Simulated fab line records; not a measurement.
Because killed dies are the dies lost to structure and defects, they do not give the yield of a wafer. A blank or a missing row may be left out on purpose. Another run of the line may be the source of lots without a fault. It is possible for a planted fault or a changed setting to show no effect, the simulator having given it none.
Chamber matching || flow n5Finfet || N5_MOL_CONTACT_COAG_ETCH_110 on rieDiel-04 has 4 sister chambers
The step etches Si in CF4/O2, target depth 2.5 nm, time 8 s. 4 wafers are shown with their chamber, then 12 later ones without.

WAFERS, EACH WITH ITS CHAMBER
{"wafer": "L084.2", "chamber": 0, "showerheadPlenumPTorr (Torr)": 2.20}
{"wafer": "L086.5", "chamber": 1, "showerheadPlenumPTorr (Torr)": 2.09}
{"wafer": "L092.2", "chamber": 3, "showerheadPlenumPTorr (Torr)": 2.31}
{"wafer": "L092.5", "chamber": 2, "showerheadPlenumPTorr (Torr)": 2.13}

WAFERS MISSING THEIR CHAMBER
{"wafer": "L094.1", "showerheadPlenumPTorr (Torr)": 2.19}
{"wafer": "L094.3", "showerheadPlenumPTorr (Torr)": 2.12}
{"wafer": "L094.5", "showerheadPlenumPTorr (Torr)": 2.31}
{"wafer": "L095.3", "showerheadPlenumPTorr (Torr)": 2.31}
{"wafer": "L095.4", "showerheadPlenumPTorr (Torr)": 2.12}
{"wafer": "L095.5", "showerheadPlenumPTorr (Torr)": 2.34}
{"wafer": "L096.3", "showerheadPlenumPTorr (Torr)": 2.19}
{"wafer": "L096.5", "showerheadPlenumPTorr (Torr)": 2.12}
{"wafer": "L096.6", "showerheadPlenumPTorr (Torr)": 2.34}
{"wafer": "L097.1", "showerheadPlenumPTorr (Torr)": 2.34}
{"wafer": "L097.2", "showerheadPlenumPTorr (Torr)": 2.19}
{"wafer": "L097.6", "showerheadPlenumPTorr (Torr)": 2.30}

THE CHAMBER EACH PASSED THROUGH
{"wafer": "L094.1", "from the rows above": 0, "in truth": 0}
{"wafer": "L094.3", "from the rows above": "can't be placed: 2 or 1", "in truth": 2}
{"wafer": "L094.5", "from the rows above": 3, "in truth": 3}
{"wafer": "L095.3", "from the rows above": 3, "in truth": 3}
{"wafer": "L095.4", "from the rows above": "can't be placed: 2 or 1", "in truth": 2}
{"wafer": "L095.5", "from the rows above": 3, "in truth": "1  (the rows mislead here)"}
{"wafer": "L096.3", "from the rows above": 0, "in truth": 0}
{"wafer": "L096.5", "from the rows above": "can't be placed: 2 or 1", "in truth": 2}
{"wafer": "L096.6", "from the rows above": 3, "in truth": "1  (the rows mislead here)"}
{"wafer": "L097.1", "from the rows above": 3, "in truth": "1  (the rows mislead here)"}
{"wafer": "L097.2", "from the rows above": 0, "in truth": 0}
{"wafer": "L097.6", "from the rows above": 3, "in truth": 3}
Correct placement for 6 of the 12. Can't be placed from these rows: 3 (the true chamber is among the candidates in 3). Wrongly placed: 3.
How it was worked out, from the rows above alone: a wafer's distance from a chamber is the root of the sum, over the readings, of the square of ((its reading less the chamber's mean) divided by the reading's scatter). The wafer belongs to the nearest chamber; if the next one is less than 2 further off, it can't be placed. The mean given for a chamber averages the wafers shown for that chamber. The scatter: root of mean squared gap, hidden wafer to nearest shown wafer, with one shown wafer a chamber.
